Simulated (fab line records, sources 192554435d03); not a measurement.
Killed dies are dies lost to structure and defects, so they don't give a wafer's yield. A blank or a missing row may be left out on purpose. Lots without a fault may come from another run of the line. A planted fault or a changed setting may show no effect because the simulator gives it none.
A struck lot beside a sound one | flow n5_finfet | 37 steps out of a route of 1938
Sound: wafers L834.3, L834.4, L834.6. Struck: wafers L839.2, L839.3, L839.4. The cause comes at the end.
At each step with rows: each side's tool, then ch and its chambers, then its first start. Under that, the readings that differ: sound wafers | struck wafers | difference of the means | sigmas: that difference in standard deviations of wafers without a fault.
alike: readings whose means differ by less than 2 such deviations, and words and numbers that are the same on both sides. not compared: withheld readings, readings that some wafer has no value for, bounds like >300 that may hide the same value, and numbers for which the record gives no deviation and whose values overlap.
The two part at a step that has a row with sigmas, a row that says differs or no value, or rows on one side only. Numbers that don't overlap but have no deviation are shown without sigmas and don't part them. A reading that every wafer of one side lacks parts them only if that side has two wafers or more.

first, 10 steps without rows for these wafers: N5_MOL_CONTACT_COAG_SIL_ANNEAL_21 (time 60 s); N5_MOL_CONTACT_COAG_PRE_CLEAN_141 (time 60 s); N5_MOL_CONTACT_COAG_SPUTTER_143 (material Co, target thk 2.5 nm); N5_MOL_CONTACT_COAG_CO_FILL_22 (material Co, precursor CCTBA/H2, target thk 20 nm); N5_MOL_CONTACT_COAG_ANNEAL_113 (time 300 s); N5_MOL_CONTACT_COAG_PRE_CLEAN_142 (time 60 s); N5_MOL_CONTACT_COAG_SPUTTER_130 (material Co, target thk 47.5 nm); N5_MOL_CONTACT_COAG_PRECLEAN_125 (cleans in DIW, time 57.5 s); N5_MOL_CONTACT_COAG_SRD_126 (dry time 32 s); N5_MOL_CONTACT_COAG_CMP_23 (polishes, stops on SiO2, t overpolish 1.5 s, target thk 0 nm).
N5_MOL_CONTACT_COAG_WET_ETCH_26: target Co, target depth 13 nm.
  sound on wet_bench-03 ch 3,5,6, day 4 21:27; struck on wet_bench-03 ch 2,3,5, day 6 06:02
then, 25 steps without rows for these wafers: N5_MOL_CONTACT_COAG_WET_ETCH_116 (etches the open film in SC1-inhibited, target depth 4.6 nm, rinse time 30 s); N5_MOL_CONTACT_COAG_ALD_27 (deposits SiOC, target thk 17 nm, pulse time 1.5 s, time 2720 s); N5_MOL_CONTACT_COAG_CMP_28 (polishes, stops on SiNx, t overpolish 0.85 s, target thk 14.522 nm); N5_MOL_CONTACT_COAG_ALD_123 (deposits SiNx, target thk 5 nm, pulse time 1 s, purge time 2 s); N5_MOL_CONTACT_COAG_PECVD_31 (deposits SiO2 from TEOS/O2, target thk 46 nm, time 8.9 s); N5_MOL_CONTACT_COAG_COAT_75 (time 60 s, resist thk 60 nm); N5_MOL_CONTACT_COAG_COAT_76 (time 60 s, resist thk 10 nm); N5_MOL_CONTACT_COAG_COAT_77 (time 60 s, resist thk 10 nm); N5_MOL_CONTACT_COAG_COAT_78 (resist thk 40 nm); N5_MOL_CONTACT_COAG_EBR_80; N5_MOL_CONTACT_COAG_SOFTBAKE_79 (time 60 s); N5_MOL_CONTACT_COAG_EXPOSE_81 (exposes mask VG, defocus 0 nm); N5_MOL_CONTACT_COAG_PEB_82 (peb time 60 s); N5_MOL_CONTACT_COAG_DEVELOP_83 (develop time 30 s); N5_MOL_CONTACT_COAG_DESCUM_88 (chemistry O2, time 7 s); N5_MOL_CONTACT_COAG_ETCH_89 (etches underlayer in N2/H2, target depth 13 nm, time 10.4 s); N5_MOL_CONTACT_COAG_ETCH_90 (etches SiARC in CF4, target depth 13 nm, time 21.7 s); N5_MOL_CONTACT_COAG_ALD_131 (deposits SiO2, target thk 5 nm, pulse time 1 s, co reactant pulse time 1 s); N5_MOL_CONTACT_COAG_ETCHBACK_132 (etches SiO2 in CHF3, target depth 10 nm, time 6.7 s); N5_MOL_CONTACT_COAG_ETCH_91 (etches SOC in N2/H2, target depth 60 nm, overetch 21 nm, time 101.2 s); N5_MOL_CONTACT_COAG_STRIP_92 (strips in N2/H2); N5_MOL_CONTACT_COAG_STRIP_93 (strips in N2/H2); N5_MOL_CONTACT_COAG_ETCHBACK_135 (etches SiO2 in CHF3, target depth 25 nm, time 16.7 s); N5_MOL_CONTACT_COAG_STRIP_118 (strips in CHF3); N5_MOL_CONTACT_COAG_VIA_ETCH_46 (etches SiO2 in C4F6/O2, target depth 46 nm, overetch 9.2 nm, time 40 s).
-- the record jumps here: 8 days lie between the struck wafers' starts before and after (it left off in module MOL_CONTACT_COAG and takes up again in module PASSIVATION, whose first step shown is number 1936 of the route) --
N5_PASSIVATION_PROBE_49:
  the record has rows for the struck wafers here (prober-02, day 13 18:17) and none for the sound ones

WHERE THEY PART
Only at N5_PASSIVATION_PROBE_49, within this record.

WHY: what the simulator had put in
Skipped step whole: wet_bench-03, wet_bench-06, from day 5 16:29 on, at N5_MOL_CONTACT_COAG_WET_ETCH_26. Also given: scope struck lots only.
